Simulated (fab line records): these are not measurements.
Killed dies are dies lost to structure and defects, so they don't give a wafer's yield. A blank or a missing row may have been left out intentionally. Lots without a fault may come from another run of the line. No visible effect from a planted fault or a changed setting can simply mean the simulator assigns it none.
Comparing a struck lot with a sound one || flow nandHarc || 14 out of 1302 route steps
Sound: wafers L462.1, L462.2, L462.4. Wafers struck: L467.1, L467.2, L467.4. At the end, the cause is stated.
Each step with rows lists, per side, the tool, then ch with its chambers, then its first start. Under that, the readings that differ: sound wafers || struck wafers || difference of the means || sigmas: that difference in standard deviations of wafers without a fault.
alike: readings whose means differ by less than 2 such deviations, and words and numbers that are the same on both sides. not compared: withheld readings, readings that some wafer has no value for, bounds like >300 that may hide the same value, and numbers for which the record gives no deviation and whose values overlap.
A row with sigmas, a row that says differs or no value, or rows on one side alone: a step with any of these is where the two part. Non-overlapping numbers with no deviation appear without sigmas and do not part them. A reading missing from all wafers of one side parts the sides only when that side holds two or more wafers.

first, 3 steps without rows for these wafers: NHARC_P_GATE_SRD_72; NHARC_P_GATE_OXIDE_16 (material SiO2, target thk 3 nm, ox time 392 s); NHARC_P_GATE_CVD_17 (deposits poly-Si, target thk 150 nm, time 900 s).
NHARC_P_GATE_HM_DEP_102: deposits aC, target thk 120 nm.
  sound on aclDep-03 ch 0, day 9 01:31; struck on aclDep-01 ch 0, day 11 09:52
  alike: throttleValvePct
NHARC_P_GATE_DEP_103: deposits SiON, target thk 30 nm.
  sound on pecvd-04 ch 1,2, day 9 02:11; struck on pecvd-03 ch 0,1,2, day 11 10:31
  alike: heaterPowerW
then, 7 steps without rows for these wafers: NHARC_P_GATE_DEHYDRATE_18 (time 120 s); NHARC_P_GATE_HMDS_19 (time 30 s); NHARC_P_GATE_COAT_20 (resist thk 90 nm); NHARC_P_GATE_SOFTBAKE_21 (time 55 s); NHARC_P_GATE_EBR_22; NHARC_P_GATE_EXPOSE_23 (exposes mask P GATE, target cd 120 nm); NHARC_P_GATE_PEB_24 (peb time 65 s).
NHARC_P_GATE_DEVELOP_25: develop time 35 s.
  struck on lithoTrack-01, day 11 11:00; sound on lithoTrack-01 ch 0, day 9 02:00
  no value came back on the struck wafers for chillPlateTempC (C), developTimeS (s); on the sound wafers chillPlateTempC (C) reads 22.84 23.16 23.07
NHARC_P_GATE_CD_MEAS_26: the cd target is 120 nm.
  sound on cdSem-01 ch 0, day 9 02:44; struck on cdSem-02 ch 0, day 11 11:11
{"reading": "cdNm (nm)", "sound": "120.7 120.5 120.1", "struck": "- - -", "difference": "no value on the struck wafers", "sigmas": ""}

## WHERE THEY PART
First at NHARC_P_GATE_DEVELOP_25; last, within this record, at NHARC_P_GATE_CD_MEAS_26.

WHY: whatever the simulator had introduced
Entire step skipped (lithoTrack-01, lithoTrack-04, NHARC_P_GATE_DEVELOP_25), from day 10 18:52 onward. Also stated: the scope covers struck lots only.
